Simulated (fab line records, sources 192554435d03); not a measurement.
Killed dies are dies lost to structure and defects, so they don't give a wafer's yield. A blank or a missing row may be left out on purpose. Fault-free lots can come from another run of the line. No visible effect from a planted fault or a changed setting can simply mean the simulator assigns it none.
Matching of chambers | flow n5-finfet | 4 sister chambers for N5_MIM_TOP_ALD_00 on ald-hk-03
The step deposits Al2O3, purge time 3 s, co reactant pulse time 3 s. 4 wafers are shown with their chamber, then 7 later ones without.

WAFERS, EACH WITH ITS CHAMBER
wafer  | chamber | precursor-pulse-height-rel
L134.6 | 1       | 0.990
L140.6 | 2       | 1.008
L143.1 | 3       | 1.022
L143.2 | 0       | 1.004

WAFERS WITHOUT THEIR CHAMBER
wafer  | precursor-pulse-height-rel
L143.6 | 1.016
L149.3 | 0.965
L149.5 | 1.017
L149.6 | 0.993
L150.1 | 0.991
L150.4 | 1.012
L150.5 | 0.979

EACH ONE'S CHAMBER
wafer  | from the rows above               | in truth
L143.6 | can't be placed: 3 or 2 or 0 or 1 | 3
L149.3 | can't be placed: 1 or 0 or 2      | 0
L149.5 | can't be placed: 3 or 2 or 0      | 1
L149.6 | can't be placed: 1 or 0 or 2      | 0
L150.1 | can't be placed: 1 or 0 or 2      | 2
L150.4 | can't be placed: 2 or 0 or 3 or 1 | 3
L150.5 | can't be placed: 1 or 0 or 2      | 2
Placed correctly: 0 of 7. Cannot be placed on the basis of these rows: 7; the candidates contain the true chamber in 6. Number placed wrongly: 0.
How it was worked out, from the rows above alone: a wafer's distance from a chamber is the root of the sum, over the readings, of the square of ((its reading less the chamber's mean) divided by the reading's scatter). If the next closest chamber is less than 2 further off than the closest, the wafer can't be placed; otherwise it belongs to the closest. The mean given for a chamber averages the wafers shown for that chamber. The scatter: with one shown wafer a chamber, the root of the mean of the squares of how far each hidden wafer lies from its nearest shown one.
